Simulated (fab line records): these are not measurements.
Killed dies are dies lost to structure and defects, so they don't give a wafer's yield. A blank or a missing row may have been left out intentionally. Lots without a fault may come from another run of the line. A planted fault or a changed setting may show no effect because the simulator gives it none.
Matching of chambers | flow n5_finfet | N5_BEOL_M6_STRIP_19 on rie_diel-01 has 4 sister chambers
The step strips in O2. 14 wafers are shown with their chamber, then 7 later ones without.

== EACH WAFER AND ITS CHAMBER ==
wafer  | chamber | drypump_motor_current_A (A) | showerhead_plenum_p_Torr (Torr) | throttle_valve_pct (%)
L077.1 | 2       | 5.8                         | 2.07                            | 16.77
L077.3 | 1       | 6.3                         | 2.06                            | 16.53
L077.6 | 3       | 6.1                         | 2.03                            | 16.29
L081.1 | 0       | 4.8                         | 2.06                            | 17.09
L081.3 | 1       | 6.3                         | 2.06                            | 16.49
L081.6 | 0       | 4.8                         | 2.06                            | 17.07
L082.1 | 2       | 5.7                         | 2.07                            | 16.79
L082.4 | 0       | 4.8                         | 2.06                            | 17.10
L082.5 | 3       | 6.1                         | 2.03                            | 16.32
L085.2 | 3       | 6.1                         | 2.03                            | 16.34
L085.3 | 1       | 6.3                         | 2.06                            | 16.52
L085.5 | 3       | 6.1                         | 2.03                            | 16.35
L087.3 | 0       | 4.8                         | 2.05                            | 16.68
L087.4 | 3       | 6.1                         | 2.02                            | 16.35

SIGNATURES (means of the wafers above)
reading                  | chamber 0 | chamber 1 | chamber 2 | chamber 3 | scatter within a chamber
drypump_motor_current_A  | 4.800     | 6.300     | 5.750     | 6.100     | 0.0224
showerhead_plenum_p_Torr | 2.0575    | 2.0600    | 2.0700    | 2.0280    | 0.00394
throttle_valve_pct       | 16.9850   | 16.5133   | 16.7800   | 16.3300   | 0.113
Rule: distance of a wafer from a chamber = root of the sum over the readings of ((wafer's reading minus chamber's mean) / reading's scatter) squared. The wafer belongs to the nearest chamber; if the next one is less than 2 further off, it can't be placed. The scatter: take each reading less its chamber's mean, square it, sum over the shown wafers, divide by the number of wafers less the number of chambers, and take the root.

== WAFERS WITHOUT THEIR CHAMBER ==
wafer  | drypump_motor_current_A (A) | showerhead_plenum_p_Torr (Torr) | throttle_valve_pct (%)
L087.5 | 5.8                         | 2.06                            | 16.83
L090.1 | 6.1                         | 2.02                            | 16.36
L090.2 | 6.3                         | 2.05                            | 16.55
L090.6 | 5.7                         | 2.06                            | 16.85
L092.2 | 4.8                         | 2.05                            | 16.71
L092.4 | 6.3                         | 2.05                            | 16.57
L092.6 | 6.3                         | 2.05                            | 16.55

== THE CHAMBER EACH PASSED THROUGH ==
wafer  | from the rows above | in truth
L087.5 | 2                   | 2
L090.1 | 3                   | 3
L090.2 | 1                   | 1
L090.6 | 2                   | 2
L092.2 | 0                   | 0
L092.4 | 1                   | 1
L092.6 | 1                   | 1
7 of 7 placed correctly. Not placeable from these rows: 0. 0 placed wrongly.
